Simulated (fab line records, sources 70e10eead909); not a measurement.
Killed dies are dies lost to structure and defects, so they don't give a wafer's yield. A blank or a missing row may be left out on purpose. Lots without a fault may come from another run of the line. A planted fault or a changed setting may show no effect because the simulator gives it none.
A struck lot beside a sound one | flow nand_harc | 20 steps out of a route of 1302
Sound: wafers L269.3, L269.4, L269.5. Struck: wafers L261.2, L261.4, L261.6. The cause comes at the end.
At each step with rows: each side's tool, then ch and its chambers, then its first start. Under that, the readings that differ: sound wafers | struck wafers | difference of the means | sigmas: that difference in standard deviations of wafers without a fault.
alike: readings whose means differ by less than 2 such deviations, and words and numbers that are the same on both sides. not compared: withheld readings, readings that some wafer has no value for, bounds like >300 that may hide the same value, and numbers for which the record gives no deviation and whose values overlap.
The two part at a step that has a row with sigmas, a row that says differs or no value, or rows on one side only. Numbers that don't overlap but have no deviation are shown without sigmas and don't part them. A reading that every wafer of one side lacks parts them only if that side has two wafers or more.

NHARC_P_CONTACT_CMP_24: polishes, t overpolish 30 s, target thk 200 nm.
  sound on cmp-01 ch 0,2,3, day 14 00:26; struck on cmp-04 ch 0,2,3, day 10 19:28
  alike: motor_current_A, overpolish_run_s, time_to_endpoint_s
then, 1 step without rows for these wafers: NHARC_P_CONTACT_SRD_26.
NHARC_P_CONTACT_INSPECT_27:
  sound on defect_inspect-01, day 14 00:50; struck on defect_inspect-02, day 10 19:52
  alike: raw_defect_count
then, 8 steps without rows for these wafers: NHARC_P_M0_DEP_00 (deposits SiOC, target thk 150 nm); NHARC_P_M0_DEHYDRATE_01 (time 120 s); NHARC_P_M0_HMDS_02 (time 30 s); NHARC_P_M0_COAT_33 (time 65 s); NHARC_P_M0_COAT_03 (resist thk 90 nm); NHARC_P_M0_SOFTBAKE_04 (time 55 s); NHARC_P_M0_EBR_05; NHARC_P_M0_EXPOSE_06 (exposes mask P M0, target cd 90 nm).
NHARC_P_M0_PEB_07: peb time 65 s.
  sound on litho_track-06 ch 0, day 14 01:32; struck on litho_track-06 ch 0, day 10 20:41
  reading                  | sound                | struck               | difference | sigmas
  heater_power_total_W (W) | 157.2 156.0 157.1    | 169.3 169.1 169.2    | +12.4      | +28
  plate_temp_C (C)         | 100.00 100.13 100.01 | 105.74 105.96 105.80 | +5.79      | +45
then, 1 step without rows for these wafers: NHARC_P_M0_DEVELOP_08 (develop time 35 s).
NHARC_P_M0_CD_MEAS_09: target cd 90 nm.
  sound on cd_sem-03 ch 0, day 14 01:37; struck on cd_sem-03 ch 0, day 10 20:46
  reading    | sound          | struck            | difference | sigmas
  cd_nm (nm) | 89.7 89.7 89.9 | 107.9 108.1 107.0 | +17.9      | +31
NHARC_P_M0_OVL_MEAS_10: pitch 180 nm.
  sound on overlay-02, day 14 01:42; struck on overlay-02, day 10 20:51
  alike: overlay_x_nm, overlay_y_nm
NHARC_P_M0_INSPECT_11:
  sound on defect_inspect-02, day 14 01:44; struck on defect_inspect-02, day 10 20:53
  alike: raw_defect_count
NHARC_P_M0_DESCUM_14: chemistry O2, time 3 s.
  sound on rie_diel-05 ch 0,2,3, day 14 01:50; struck on rie_diel-04 ch 0,1,2, day 10 21:04
  reading               | sound             | struck            | difference | sigmas
  model.P_M0.cd_nm (nm) | 89.87 89.78 89.88 | 107.8 107.6 106.8 | +17.6      |
  alike: drypump_motor_current_A, oes_product_au, rf_vpp_V, showerhead_plenum_p_Torr, throttle_valve_pct
  not compared: rf_hours_counter_h
NHARC_P_M0_ETCH_34: etches the open film in N2/H2, target depth 40 nm, overetch 12 nm, time 43.94 s.
  sound on rie_diel-05 ch 0,1, day 14 01:56; struck on rie_diel-04 ch 2,3, day 10 21:08
  reading               | sound             | struck            | difference | sigmas
  oes_product_au (a.u.) | 1.007 1.002 1.011 | 0.997 0.990 0.988 | -0.015     | -2
  alike: drypump_motor_current_A, rf_vpp_V, showerhead_plenum_p_Torr, throttle_valve_pct
  not compared: rf_hours_counter_h
NHARC_P_M0_ETCH_15: etches the open film in C4F8/Ar, target depth 150 nm, overetch 15 nm, time 82.5 s.
  sound on rie_diel-05 ch 0,2; struck on rie_diel-04 ch 0,3
  reading               | sound             | struck            | difference | sigmas
  model.P_M0.cd_nm (nm) | 89.83 89.59 89.75 | 107.8 107.7 106.7 | +17.7      |
  alike: oes_product_au, rf_vpp_V
  not compared: rf_hours_counter_h
NHARC_P_M0_CD_MEAS_16:
  sound on cd_sem-01, day 14 02:12; struck on cd_sem-02, day 10 21:21
  reading    | sound          | struck            | difference | sigmas
  cd_nm (nm) | 89.4 89.5 89.7 | 107.9 107.9 106.4 | +17.9      | +25

WHERE THEY PART
First at NHARC_P_M0_PEB_07; last, within this record, at NHARC_P_M0_CD_MEAS_16.

WHY: what the simulator had put in
Process parameter drift: litho_track-06, from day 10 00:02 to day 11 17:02, at NHARC_P_M0_PEB_07. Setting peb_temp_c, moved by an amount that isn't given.
